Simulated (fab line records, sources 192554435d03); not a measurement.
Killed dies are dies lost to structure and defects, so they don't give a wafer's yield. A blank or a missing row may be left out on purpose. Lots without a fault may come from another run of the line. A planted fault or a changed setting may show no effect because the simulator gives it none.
Which tool did it? | flow n5_finfet | 10 lots, 27 wafers sampled, at 5 steps of a route of 1938

WHAT THE GAUGES READ, wafer by wafer
N5_DUMMY_GATE_CD_MEAS_15: target cd 25.8 nm. Usual: cd_nm 25.05 nm, standard deviation 0.24.
lot  | measured    | on        | cd_nm (nm)        | flag
L419 | day 4 08:48 | cd_sem-01 | 25.07 24.68 25.05 |
L422 | day 5 03:55 | cd_sem-01 | 25.14 25.53 24.83 |
L424 | day 5 19:27 | cd_sem-03 | 24.94 24.98       |
L425 | day 6 01:50 | cd_sem-03 | 24.78 25.14 25.15 |
L426 | day 6 09:32 | cd_sem-02 | 24.63 25.14 24.96 |
L427 | day 6 13:20 | cd_sem-02 | 25.00 24.81 25.17 |
L428 | day 7 00:30 | cd_sem-02 | 24.91 24.79 25.08 |
L431 | day 7 16:01 | cd_sem-02 | 25.04 25.15       |
L432 | day 7 17:54 | cd_sem-01 | 24.73 24.73       |
L434 | day 8 04:49 | cd_sem-03 | 24.96 25.34 25.30 |

N5_DUMMY_GATE_INSPECT_17: inspects for defects (brightfield). Usual: raw_defect_count 202, standard deviation 56.
lot  | measured    | on                | raw_defect_count | flag
L419 | day 4 08:53 | defect_inspect-02 | 145 131 225      |
L422 | day 5 04:01 | defect_inspect-01 | 190 234 200      |
L424 | day 5 19:33 | defect_inspect-01 | 328 281          |
L425 | day 6 01:56 | defect_inspect-02 | 196 227 170      |
L426 | day 6 09:37 | defect_inspect-01 | 230 134 179      |
L427 | day 6 13:25 | defect_inspect-02 | 179 262 188      |
L428 | day 7 00:36 | defect_inspect-02 | 137 167 208      |
L431 | day 7 16:07 | defect_inspect-01 | 196 174          |
L432 | day 7 18:00 | defect_inspect-01 | 352 181          |
L434 | day 8 04:55 | defect_inspect-01 | 187 179 119      |

N5_BEOL_M4_RC_MEAS_101. Usual: DIBL_N 36.1 mV/V, standard deviation 2; DIBL_P 36.3 mV/V, standard deviation 2.4; IOFF_N 0.15 nA/um, standard deviation 0.035; IOFF_P 0.21 nA/um, standard deviation 0.039; ION_N 672 uA/um, standard deviation 15; ION_P 463 uA/um, standard deviation 9.7; SS_N 71.5 mV/dec, standard deviation 0.7; SS_P 73.2 mV/dec, standard deviation 0.75; VT_N 251 mV, standard deviation 3.6; VT_P -250 mV, standard deviation 3.8.
lot  | measured     | on        | DIBL_N (mV/V)  | DIBL_P (mV/V)  | IOFF_N (nA/um) | IOFF_P (nA/um) | ION_N (uA/um) | ION_P (uA/um) | SS_N (mV/dec)  | SS_P (mV/dec)  | VT_N (mV)   | VT_P (mV)      | flag
L419 | day 9 14:43  | prober-02 | 39.7 37.9 37.7 | 39.7 38.4 38.9 | 0.20 0.16 0.17 | 0.22 0.20 0.20 | 671 676 669   | 456 462 453   | 72.8 72.7 72.5 | 74.2 73.3 73.7 | 247 250 249 | -252 -257 -253 |
L422 | day 10 05:58 | prober-02 | 37.6 37.2 32.9 | 37.2 36.4 31.1 | 0.17 0.16 0.10 | 0.27 0.26 0.18 | 667 665 644   | 466 467 460   | 71.8 72.3 70.6 | 73.5 73.6 71.3 | 250 250 257 | -244 -245 -247 |
L424 | day 10 23:50 | prober-02 | 37.0 38.6      | 37.7 39.9      | 0.18 0.22      | 0.24 0.30      | 682 697       | 470 473       | 72.2 72.5      | 73.9 74.0      | 246 246     | -246 -245      |
L425 | day 11 06:01 | prober-01 | 36.4 38.4 35.9 | 36.2 38.2 35.1 | 0.16 0.21 0.16 | 0.23 0.26 0.21 | 670 704 684   | 471 478 462   | 71.8 71.7 71.2 | 73.4 73.5 72.7 | 251 245 249 | -246 -245 -250 |
L426 | day 11 12:25 | prober-01 | 36.9 37.3 34.7 | 38.2 38.2 34.5 | 0.18 0.18 0.14 | 0.25 0.26 0.20 | 692 685 663   | 474 473 460   | 71.5 71.4 70.8 | 74.9 73.8 73.7 | 247 249 249 | -247 -247 -251 |
L427 | day 11 12:26 | prober-02 | 37.2 34.3 36.1 | 37.4 33.9 36.1 | 0.18 0.12 0.15 | 0.24 0.18 0.21 | 696 656 688   | 474 458 474   | 71.3 71.0 70.9 | 72.7 72.3 73.1 | 247 253 252 | -248 -253 -251 |
L428 | day 11 23:55 | prober-01 | 35.3 39.3 34.5 | 35.0 39.7 34.1 | 0.14 0.23 0.14 | 0.22 0.30 0.21 | 673 675 684   | 471 467 477   | 71.3 72.1 70.8 | 72.7 73.5 72.3 | 249 247 248 | -248 -242 -248 |
L431 | day 12 20:33 | prober-02 | 40.0 42.3      | 41.2 42.9      | 0.21 0.26      | 0.27 0.31      | 683 692       | 461 468       | 72.2 73.1      | 74.7 75.0      | 249 243     | -249 -245      |
L432 | day 12 20:45 | prober-01 | 36.2 37.4      | 37.2 38.7      | 0.15 0.18      | 0.19 0.21      | 660 691       | 455 469       | 71.9 71.7      | 73.4 73.3      | 251 248     | -253 -250      |
L434 | day 13 18:46 | prober-01 | 37.0 32.3 34.5 | 37.2 31.4 34.8 | 0.18 0.10 0.14 | 0.24 0.15 0.21 | 672 652 665   | 458 457 458   | 72.1 70.9 71.1 | 73.5 71.8 72.5 | 248 258 252 | -250 -254 -249 |

WHICH TOOL RAN EACH LOT (tool, then ch and the chambers of the sampled wafers, then the start)
lot  | N5_DUMMY_GATE_ETCH_29             | N5_DUMMY_GATE_ETCH_36
L419 | rie_diel-06 ch 0,1,2, day 4 09:08 | rie_diel-06 ch 0,1,2, day 4 09:11
L422 | rie_diel-06 ch 0,1,2, day 5 04:07 | rie_diel-06 ch 0,1,2, day 5 04:09
L424 | rie_diel-03 ch 1, day 5 19:38     | rie_diel-03 ch 1, day 5 19:41
L425 | rie_diel-06 ch 0,3, day 6 02:01   | rie_diel-06 ch 0,3, day 6 02:04
L426 | rie_diel-06 ch 0,2,3, day 6 10:14 | rie_diel-06 ch 0,2,3, day 6 10:16
L427 | rie_diel-06 ch 0,2,3, day 6 13:31 | rie_diel-06 ch 0,2,3, day 6 13:34
L428 | rie_diel-03 ch 0,1, day 7 00:53   | rie_diel-03 ch 0,1, day 7 00:56
L431 | rie_diel-03 ch 1, day 7 16:33     | rie_diel-03 ch 1, day 7 16:35
L432 | rie_diel-03 ch 1,2, day 7 18:06   | rie_diel-03 ch 1,2, day 7 18:08
L434 | rie_diel-02 ch 0,1, day 8 05:20   | rie_diel-02 ch 0,1, day 8 05:22
- N5_DUMMY_GATE_ETCH_29: etches underlayer in N2/H2, target depth 13 nm.
- N5_DUMMY_GATE_ETCH_36: etches SiARC in CF4, target depth 13 nm.

WHAT THE TOOLS THEMSELVES READ (means of the sampled wafers that have a number; where no wafer has one, the mark that the record gives instead)
N5_DUMMY_GATE_ETCH_29. Usual: chamber_pressure_mTorr 29.999 mTorr, standard deviation 0.028; drypump_motor_current_A 5.9 A, standard deviation 0.45; n2_flow_sccm 200.0 sccm, standard deviation 0.53; oes_product_au 0.79 a.u., standard deviation 0.1; rf_fwd_power_W 831.1 W, standard deviation 2.8; rf_vpp_V 524.4 V, standard deviation 2.1; showerhead_plenum_p_Torr 2.56 Torr, standard deviation 0.076; throttle_valve_pct 17.8 %, standard deviation 0.33.
lot  | tool        | chamber_pressure_mTorr (mTorr) | drypump_motor_current_A (A) | n2_flow_sccm (sccm) | oes_product_au (a.u.) | rf_fwd_power_W (W) | rf_vpp_V (V) | showerhead_plenum_p_Torr (Torr) | throttle_valve_pct (%) | flag
L419 | rie_diel-06 | 29.975                         | 5.7                         | 200.2               | 0.78                  | 829.7              | 524.6        | 2.56                            | 18.1                   |
L422 | rie_diel-06 | 30.009                         | 5.6                         | 199.8               | 0.77                  | 833.3              | 524.4        | 2.56                            | 18.1                   |
L424 | rie_diel-03 | 29.968                         | 5.7                         | 200.0               | 0.76                  | 824.7              | 521.8        | 2.40                            | 17.8                   |
L425 | rie_diel-06 | 30.015                         | 5.9                         | 199.9               | 0.98                  | 1031.1             | 489.3        | 2.63                            | 17.8                   | OFF
L426 | rie_diel-06 | 29.981                         | 5.6                         | 200.1               | 0.93                  | 1032.3             | 489.5        | 2.62                            | 17.9                   | OFF
L427 | rie_diel-06 | 30.005                         | 5.6                         | 199.8               | 0.93                  | 1030.5             | 489.1        | 2.62                            | 17.9                   | OFF
L428 | rie_diel-03 | 29.967                         | 5.9                         | 200.1               | 0.74                  | 832.4              | 521.6        | 2.44                            | 17.9                   |
L431 | rie_diel-03 | 29.999                         | 5.7                         | 200.1               | 0.74                  | 827.0              | 520.9        | 2.40                            | 17.9                   |
L432 | rie_diel-03 | 30.002                         | 6.2                         | 200.0               | 0.85                  | 831.0              | 523.7        | 2.49                            | 17.6                   |
L434 | rie_diel-02 | 30.015                         | 6.4                         | 200.1               | 0.72                  | 830.7              | 525.3        | 2.59                            | 17.5                   |

N5_DUMMY_GATE_ETCH_36. Usual: chamber_pressure_mTorr 40.00 mTorr, standard deviation 0.038; drypump_motor_current_A 5.9 A, standard deviation 0.45; oes_product_au 0.79 a.u., standard deviation 0.1; rf_fwd_power_W 538.9 W, standard deviation 2; rf_vpp_V 184.4 V, standard deviation 1.1; showerhead_plenum_p_Torr 2.16 Torr, standard deviation 0.06; throttle_valve_pct 15.64 %, standard deviation 0.28.
lot  | tool        | chamber_pressure_mTorr (mTorr) | drypump_motor_current_A (A) | oes_product_au (a.u.) | rf_fwd_power_W (W) | rf_vpp_V (V) | showerhead_plenum_p_Torr (Torr) | throttle_valve_pct (%) | flag
L419 | rie_diel-06 | 40.00                          | 5.6                         | 0.78                  | 540.3              | 183.7        | 2.15                            | 15.83                  |
L422 | rie_diel-06 | 40.01                          | 5.6                         | 0.77                  | 538.6              | 184.9        | 2.15                            | 15.83                  |
L424 | rie_diel-03 | 40.00                          | 5.7                         | 0.78                  | 537.5              | 184.1        | 2.07                            | 15.96                  |
L425 | rie_diel-06 | 40.00                          | 5.8                         | 0.88                  | 538.3              | 184.0        | 2.21                            | 15.58                  |
L426 | rie_diel-06 | 40.00                          | 5.6                         | 0.84                  | 539.1              | 185.2        | 2.20                            | 15.66                  |
L427 | rie_diel-06 | 40.00                          | 5.6                         | 0.84                  | 536.1              | 184.9        | 2.20                            | 15.67                  |
L428 | rie_diel-03 | 40.02                          | 5.9                         | 0.73                  | 537.2              | 183.7        | 2.07                            | 15.81                  |
L431 | rie_diel-03 | 39.98                          | 5.7                         | 0.76                  | 536.6              | 182.2        | 2.07                            | 15.98                  |
L432 | rie_diel-03 | 40.00                          | 6.2                         | 0.86                  | 539.1              | 184.4        | 2.13                            | 15.66                  |
L434 | rie_diel-02 | 40.04                          | 6.4                         | 0.72                  | 538.9              | 184.2        | 2.21                            | 15.51                  |

THE ANSWER, worked out from the rows above alone
Rule: a lot is off if the mean of its wafers that have a number lies more than 3 standard deviations from the usual mean. A lot without any number at a reading at which 4 lots or more have one is off too. The other lots that the step has rows for count as sound. The gauges are gone through in route order, then the tools' own readings, and for those a lot's mean is taken as printed above. The first step at which some lot is off is used, and at that step the reading that is off furthest; a lot without a number counts as furthest.
Off: L425, L426, L427, at N5_DUMMY_GATE_ETCH_29 (rf_fwd_power_W).
A tool fits if, at that step or a process step before it, it ran every lot that is off, and no sound lot after the first of them. One fits: rie_diel-06 at N5_DUMMY_GATE_ETCH_29. Its last sound lot is L422 (day 5 04:07), its first lot that is off L425 (day 6 02:01): a fault that began between those two fits.
The tool's own readings at N5_DUMMY_GATE_ETCH_29 bear it out: on the lots that are off they differ by more than 5 times the standard deviation of the sound lots' means. rf_fwd_power_W reads 1031.3 W there against 829.8 W on the sound lots; rf_vpp_V reads 489.3 V there against 523.2 V on the sound lots.

WHAT THE SIMULATOR HAD PUT IN
Process parameter drift: rie_diel-06, from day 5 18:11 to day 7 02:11, at N5_DUMMY_GATE_ETCH_29. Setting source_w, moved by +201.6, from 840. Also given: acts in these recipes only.
Lots struck among those shown: L425, L426, L427. The rule above found the same.
